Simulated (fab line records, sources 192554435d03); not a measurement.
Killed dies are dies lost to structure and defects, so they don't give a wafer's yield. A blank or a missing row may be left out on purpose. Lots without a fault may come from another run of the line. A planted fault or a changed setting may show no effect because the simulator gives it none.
fab line records | flow n5_finfet | part 2 of 2: steps 39 to 43 of 43
record lots=6 wafers=18 last_day=18
route steps=1938 shown MOL_CONTACT_COAG@626 BEOL_M0_SAQP@632 BEOL_M4@1111
lots that met no fault: from a run of the same line without faults
start_h: hours from the record's first day to the start of the lot's first wafer shown | wait_h: hours since the lot's step before | " the same as in the row above | L1.1+2: a row that stands for several wafers | - no value, or no start given | * or withheld: withheld | < > ~ a bound
route shown NAME@n: a module of which the file shows steps, and the number in the route of the first | usual: mean/standard deviation of fault-free wafers | same: alike in all rows | chamber/n: place in a boat | sites: the reading at each site | _std_site: their standard deviation | _edge_site: outer sites' mean less inner sites' | radius_mm: how far each site lies from the wafer's centre | mask NAME#n: copy n | behind: the tool/chamber that last shaped the wafer | hold: why the lot was held/for how many hours/how that ended | device: the transistor (n, p or np) that didn't switch | end of line: the same wafers' tests at the end of the route | a step without rows: its recipe alone | killed: dies lost to structure and defects at the first sort, not the wafer's yield | map: a wafer's dies, x killed, . not, _ none there
set.NAME: the setting as run; set.NAME@STEP: as run at that earlier step | model.NAME: the simulator's own value behind a step, which no gauge read
lots at some steps of the route; a table a step, a row a wafer
services: from which hour (start_h, from the record's first day; less than 0 if before it) a tool's chamber was out of use, for how many hours, and why
## steps
# step N5_BEOL_M0_SAQP_MANDREL1_REMOVE_100
# recipe chemistry=HBr/Cl2/O2 bt_time_s=10 target=a-Si stop_on=SiNx endpoint=OES-SiCl over_etch_frac=0.85 icp_w=600 bias_w=30 HBr_flow_sccm=150 Cl2_flow_sccm=80 O2_flow_sccm=5 pressure_mtorr=10
# usual drypump_motor_current_A=5.7/0.41 oes_product_au=0.998/0.018 throttle_valve_pct=36.77/0.24
# columns lot.wafer tool chamber start_h wait_h drypump_motor_current_A oes_product_au rf_hours_counter_h throttle_valve_pct model.BEOL_M0_SAQP.cd_nm
L687.1 rie_si-04 1 181.36 0.1 5.5 0.986 16 37.10 12.8
L687.5 " 0 " " 6.5 1.021 - 36.34 13
L687.6 " 1 " " 5.6 0.995 - 37.12 13
L691.4 rie_si-01 0 200.24 0.1 5.8 1.007 21 36.86 12.8
L691.5 " 3 " " 5.4 1.029 - 36.39 12.8
L691.6 " 0 " " 5.8 1.001 - 36.85 12.8
L694.1 rie_si-01 1 220.63 0.1 5.9 0.984 149 36.65 42.2
L694.3 " 0 " " 5.8 0.995 21 36.86 42
L694.5 " 2 " " 5.2 1.005 - 36.98 42
L695.3 rie_si-04 1 221.09 0.1 5.6 0.984 17 37.09 43
L695.4 " 2 " " 4.8 0.964 137 36.99 43.2
L695.6 " 3 " " 5.9 0.974 - 36.80 42.8
L698.2 rie_si-04 2 243.21 0.1 4.9 0.973 138 37.01 12.8
L698.4 " 0 " " 6.5 1.027 77 36.32 12.8
L698.6 " 3 " " 5.8 0.984 - 36.83 12.8
L699.1 rie_si-03 3 246.87 0.1 5.8 1.002 172 36.79 12.8
L699.4 " 1 " " 5.7 1.004 92 36.85 12.8
L699.6 " 2 " " 6.1 0.977 - 36.89 12.8
# step N5_BEOL_M0_SAQP_CD_MEAS_25
# recipe target_cd_nm=13.1 landing_energy_ev=1000 detector=se_inlens
# usual cd_nm=12.77/0.22
# columns lot.wafer tool chamber start_h wait_h cd_nm
L687.1 cd_sem-01 0 181.47 0.1 13.09
L687.5 " 0 " " 13.45
L687.6 " 0 " " 13.32
L691.4 cd_sem-02 0 200.35 0.1 12.95
L691.5 " 0 " " 12.49
L691.6 " 0 " " 12.68
L694.1 cd_sem-01 0 220.74 0.1 -
L694.3 " 0 " " -
L694.5 " 0 " " -
L695.3 cd_sem-01 0 221.21 0.1 -
L695.4 " 0 " " -
L695.6 " 0 " " -
L698.2 cd_sem-01 0 243.32 0.1 12.96
L698.4 " 0 " " 13.00
L698.6 " 0 " " 12.81
L699.1 cd_sem-03 0 246.98 0.1 12.85
L699.4 " 0 " " 12.78
L699.6 " 0 " " 12.64
# step N5_BEOL_M0_SAQP_ETCH_101
# recipe chemistry=CH3F/O2 target=SiNx mask_material=SiO2 target_depth_a=299 time_s=42.7 pressure_mtorr=30 source_w=395 bias_w=73 Ar_flow_sccm=150 CH3F_flow_sccm=30 O2_flow_sccm=20 ion_energy_ev=120
# step N5_BEOL_M0_SAQP_MANDREL2_REMOVE_110
# recipe chemistry=HBr/Cl2/O2 bt_time_s=10 target=a-Si stop_on=SiCN endpoint=OES-SiCl over_etch_frac=1 icp_w=600 bias_w=30 HBr_flow_sccm=150 Cl2_flow_sccm=80 O2_flow_sccm=5 pressure_mtorr=10
# usual drypump_motor_current_A=5.7/0.46 oes_product_au=0.996/0.019 throttle_valve_pct=36.79/0.23
# columns lot.wafer tool chamber start_h wait_h drypump_motor_current_A oes_product_au rf_hours_counter_h throttle_valve_pct model.BEOL_M0_SAQP.cd_nm
L687.1 rie_si-04 0 183.32 0.1 6.4 1.033 76 36.33 15
L687.5 " 0 " " 6.5 1.029 - 36.32 15.2
L687.6 " 3 " " 5.8 0.986 - 36.83 15
L691.4 rie_si-04 1 202.13 0.1 5.5 0.991 16 37.09 15
L691.5 " 3 " " 5.9 0.970 - 36.81 14.8
L691.6 " 2 " " 4.9 0.976 - 36.98 14.8
L694.1 rie_si-03 3 222.39 0.1 5.8 0.998 172 36.78 42.6
L694.3 " 0 " " 5.4 0.988 173 36.55 42.4
L694.5 " 3 " " 5.8 0.986 - 36.78 42.2
L695.3 rie_si-04 0 222.85 0.1 6.4 1.028 77 36.34 43.6
L695.4 " 3 " " 5.8 0.991 7 36.81 43.6
L695.6 " 0 " " 6.4 1.034 - 36.34 43.4
L698.2 rie_si-04 2 245.19 0.1 4.9 0.980 138 37.00 15
L698.4 " 0 " " 6.4 1.030 77 36.33 15
L698.6 " 0 " " 6.5 1.034 - 36.34 15.2
L699.1 rie_si-03 3 248.62 0.1 5.8 1.013 172 36.80 15
L699.4 " 1 " " 5.7 1.019 92 36.86 15
L699.6 " 2 " " 6.1 0.983 - 36.92 15
# step N5_BEOL_M4_RC_MEAS_101
# usual DIBL_N=36.5/1.4 DIBL_P=36.9/1.7 IOFF_N=0.163/0.023 IOFF_P=0.22/0.032 ION_N=673/9 ION_P=462/7.5 SS_N=71.6/0.54 SS_P=73.4/0.62 VT_N=249.8/2.8 VT_P=-250/3.5
# columns lot.wafer tool chamber start_h wait_h DIBL_N[mV/V] DIBL_P[mV/V] IOFF_N[nA/um] IOFF_P[nA/um] ION_N[uA/um] ION_P[uA/um] SS_N[mV/dec] SS_P[mV/dec] VT_N[mV] VT_P[mV]
L687.1 prober-02 0 246.76 0.0 37.3 38.7 0.190 0.22 684 462 72.1 73.4 245.6 -252
L687.5 " 0 " " 38.1 39.3 0.207 0.24 676 450 72.2 74.1 245.3 -251
L687.6 " 0 " " 37.2 38.3 0.183 0.21 676 451 72.1 73.3 247.5 -253
L691.4 prober-01 0 251.01 0.5 36.0 36.3 0.151 0.20 684 466 71.3 73.4 250.4 -251
L691.5 " 0 " " 37.1 37.4 0.179 0.22 689 470 71.8 73.4 247.2 -250
L691.6 " 0 " " 37.4 38.5 0.187 0.25 678 468 71.8 74.0 247.0 -248
L699.1 prober-02 0 303.67 0.0 36.8 35.8 0.174 0.24 670 468 71.3 73.7 247.3 -249
L699.4 " 0 " " 36.5 34.9 0.172 0.23 662 455 72.4 73.5 248.9 -249
L699.6 " 0 " " 35.4 34.1 0.147 0.22 671 462 71.2 72.8 249.3 -249
L698.2 prober-02 0 310.03 0.2 37.8 36.4 0.151 0.20 665 457 72.0 73.1 253.7 -251
L698.4 " 0 " " 37.6 36.6 0.159 0.21 675 461 72.3 73.2 249.4 -250
L698.6 " 0 " " 36.4 35.7 0.138 0.19 663 454 71.3 73.0 255.7 -251
## services
# columns tool chamber start_h hours kind
pecvd-04 1 147.43 2.1 scheduled_down
rie_si-03 2 158.89 35.2 repair
pecvd-01 - 160.29 28.1 pm
cmp-04 - 164.33 7.0 pm
rie_si-04 - 167.49 2.8 pm
pecvd-02 0 186.26 5.5 scheduled_down
rie_si-01 2 191.92 3.1 repair
cmp-01 - 199.18 4.0 pm
pecvd-02 1 199.61 2.1 scheduled_down
cmp-01 - 203.18 - consumable_replace:conditioner
cmp-01 - 203.18 - consumable_replace:pad
pecvd-02 0 210.02 2.1 scheduled_down
rie_si-01 3 212.85 9.5 repair
cmp-04 - 213.35 0.6 repair
pecvd-04 - 221.49 0.8 repair
pecvd-04 - 225.70 4.3 pm
rie_diel-01 2 235.65 2.4 repair
rie_diel-01 3 236.99 5.4 repair
rie_diel-01 3 242.70 - clean
rie_diel-01 3 242.70 - consumable_replace:esc
rie_diel-01 3 242.70 - consumable_replace:focus_ring
rie_diel-01 3 242.70 18.6 scheduled_down
rie_diel-01 3 242.70 18.6 vent_cycle
## key
first_sign step=N5_BEOL_M0_SAQP_PECVD_04 reading=tool_record direction=missing
effect step=N5_BEOL_M0_SAQP_THK_MEAS_05 reading=thk_nm direction=down sigmas=46 usual=* struck=*
effect step=N5_BEOL_M0_SAQP_MANDREL_ETCH_20 reading=oes_product_au direction=down sigmas=34 usual=0.775 struck=0.324
effect step=N5_BEOL_M0_SAQP_CD_MEAS_25 reading=cd_nm direction=missing
model_effect step=N5_BEOL_M0_SAQP_MANDREL_ETCH_20 value=etch.depth_nm without=60.61 struck=0
model_effect step=N5_BEOL_M0_SAQP_MANDREL1_REMOVE_100 value=BEOL_M0_SAQP.cd_nm without=12.67 struck=42.53
model_effect step=N5_BEOL_M0_SAQP_MANDREL2_REMOVE_110 value=BEOL_M0_SAQP.cd_nm without=15 struck=42.97
met_at N5_BEOL_M0_SAQP_PECVD_04
struck_wafers L694.1,L694.3,L694.5,L695.3,L695.4,L695.6
later_rows_left_out L694.1,L694.3,L694.5,L695.3,L695.4,L695.6
sort_left_out L694.1,L694.3,L694.5,L695.3,L695.4,L695.6
onset_between 198.08 216.97
fault kind=skipped_step_whole tool=pecvd-01,pecvd-02 chamber=- onset_h=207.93 steps=N5_BEOL_M0_SAQP_PECVD_04 scope=struck_lots_only
# sort_left_out: the simulated sort isn't trusted on such a fault, so these wafers' sort isn't shown, and their yield isn't known
# later_rows_left_out: the simulator's readings of these wafers behind a module that went badly wrong aren't trusted and aren't shown, but for the sort
